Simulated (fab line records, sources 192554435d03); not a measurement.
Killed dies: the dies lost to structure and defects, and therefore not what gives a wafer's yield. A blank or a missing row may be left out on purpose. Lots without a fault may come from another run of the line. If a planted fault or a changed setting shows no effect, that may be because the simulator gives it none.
Struck lot and sound lot, side by side | flow n5_finfet | 16 out of 1938 route steps
Sound: wafers L233.2, L233.3, L233.6. Struck: wafers L238.1, L238.4. (L238.3 of the same lot was not struck and is left out.) The cause comes at the end.
For every step that has rows: the tool of each side, followed by ch and its chambers, followed by its first start. Under that, the readings that differ: sound wafers | struck wafers | difference of the means | sigmas: that difference in standard deviations of wafers without a fault.
alike: words and numbers the same on both sides, and readings whose means are apart by under 2 such deviations; not compared: readings that were withheld, readings missing a value for some wafer, numbers with overlapping values and no deviation given by the record, and bounds like >300 which may hide the same value.
Wherever a step has rows on one side only, a row that says differs or no value, or a row with sigmas, the two part there. Numbers that have no deviation but don't overlap get no sigmas and don't part them. Lack of a reading on every wafer of one side parts them only where that side has two or more wafers.

first, 8 steps without rows for these wafers: N5_BEOL_M2_COAT_62 (time 60 s, resist thk 12 nm); N5_BEOL_M2_COAT_73 (time 60 s, resist thk 5 nm); N5_BEOL_M2_COAT_05 (resist thk 30 nm); N5_BEOL_M2_EBR_07; N5_BEOL_M2_SOFTBAKE_06 (time 60 s); N5_BEOL_M2_EXPOSE_08 (exposes mask M2); N5_BEOL_M2_PEB_09 (peb time 60 s); N5_BEOL_M2_DEVELOP_10 (develop time 30 s).
N5_BEOL_M2_CD_MEAS_11: target cd 16.79 nm.
  sound on cd_sem-03 ch 0, day 6 22:55; struck on cd_sem-03 ch 0, day 7 12:20
  alike: cd_nm
N5_BEOL_M2_OVL_MEAS_12:
  sound on overlay-01 ch 0, day 6 22:56; struck on overlay-01 ch 0, day 7 12:22
  reading     | sound       | struck    | difference | sigmas
  M2_OVL (nm) | 0.5 0.6 0.7 | -2.0 -1.1 | -2.1       | -3
N5_BEOL_M2_INSPECT_13: inspects for defects (brightfield).
  sound on defect_inspect-02 at day 6 23:00; struck on defect_inspect-02 at day 7 12:25
  alike: raw_defect_count
N5_BEOL_M2_DESCUM_16: chemistry O2, time 7 s.
  sound on rie_diel-05 ch 2, day 6 23:02; struck on rie_diel-01 ch 2,3, day 7 12:28
  reading                     | sound             | struck      | difference | sigmas
  drypump_motor_current_A (A) | 4.9 4.9 4.8       | 5.9 5.5     | +0.8       | +3
  throttle_valve_pct (%)      | 19.96 19.97 19.97 | 20.64 20.49 | +0.60      | +2
  alike: oes_product_au, rf_vpp_V, showerhead_plenum_p_Torr
  not compared: rf_hours_counter_h
N5_BEOL_M2_ETCH_74: etches underlayer in N2/H2, target depth 6.5 nm, time 5.2 s.
  sound on rie_diel-05 ch 2, day 6 23:05; struck on rie_diel-01 ch 2,3, day 7 12:30
  reading                     | sound          | struck    | difference | sigmas
  drypump_motor_current_A (A) | 4.9 4.9 4.8    | 5.9 5.5   | +0.8       | +3
  etch_rf_on_time_s (s)       | 5.13 5.14 5.07 | 9.23 8.92 | +3.96      | +47
  oes_product_au (a.u.)       | 0.80 0.80 0.80 | 0.47 0.54 | -0.30      | -4
  alike: bias_w, h2_flow_sccm, rf_vpp_V, showerhead_plenum_p_Torr, throttle_valve_pct
  not compared: rf_hours_counter_h
N5_BEOL_M2_ETCH_63: etches SiARC in CF4, target depth 15.6 nm, time 26 s.
  sound on rie_diel-05 ch 2, day 6 23:07; struck on rie_diel-01 ch 2,3, day 7 12:31
  reading                     | sound             | struck      | difference | sigmas
  drypump_motor_current_A (A) | 4.8 4.8 4.8       | 5.9 5.5     | +0.9       | +3
  throttle_valve_pct (%)      | 15.10 15.09 15.11 | 15.85 15.60 | +0.62      | +2
  alike: bias_w, etch_rf_on_time_s, oes_product_au, rf_vpp_V, showerhead_plenum_p_Torr
  not compared: rf_hours_counter_h
N5_BEOL_M4_RC_MEAS_101:
  sound on prober-01 ch 0, day 8 01:56; struck on prober-02 ch 0, day 9 04:54
  reading        | sound             | struck      | difference | sigmas
  DIBL_N (mV/V)  | 39.6 39.9 38.3    | 33.8 35.0   | -4.9       | -3
  DIBL_P (mV/V)  | 39.5 38.7 37.5    | 34.3 35.8   | -3.5       | -2
  IOFF_N (nA/um) | 0.195 0.192 0.162 | 0.124 0.137 | -0.052     | -2
  IOFF_P (nA/um) | 0.28 0.26 0.23    | 0.17 0.18   | -0.08      | -3
  SS_N (mV/dec)  | 72.2 72.3 72.4    | 70.1 71.5   | -1.5       | -3
  alike: ION_N, ION_P, SS_P, VT_N, VT_P
-- a jump in the record: the struck wafers' starts before and after are 5 days apart (it breaks off in module BEOL_M4 and resumes in module PASSIVATION, where the first step shown is number 1936 of the route) --
N5_PASSIVATION_PROBE_49:
  sound on prober-01 at day 12 16:20; struck on prober-01 at day 13 19:55
  alike: defect_limited_yield, killed_at_M0_to_M3, killed_at_M4_up, killed_at_contacts, killed_at_front_end, killed_at_other, killed_dies, killed_open, killed_short, sort_bin_5_function, sort_bin_6_memory, sort_n_pass, sort_yield_pct

WHERE THEY PART
Last at N5_BEOL_M4_RC_MEAS_101 as far as this record goes, first at N5_BEOL_M2_OVL_MEAS_12. Later steps at which nothing parts them and some readings are alike: N5_PASSIVATION_PROBE_49.

WHY: what the simulator had put in
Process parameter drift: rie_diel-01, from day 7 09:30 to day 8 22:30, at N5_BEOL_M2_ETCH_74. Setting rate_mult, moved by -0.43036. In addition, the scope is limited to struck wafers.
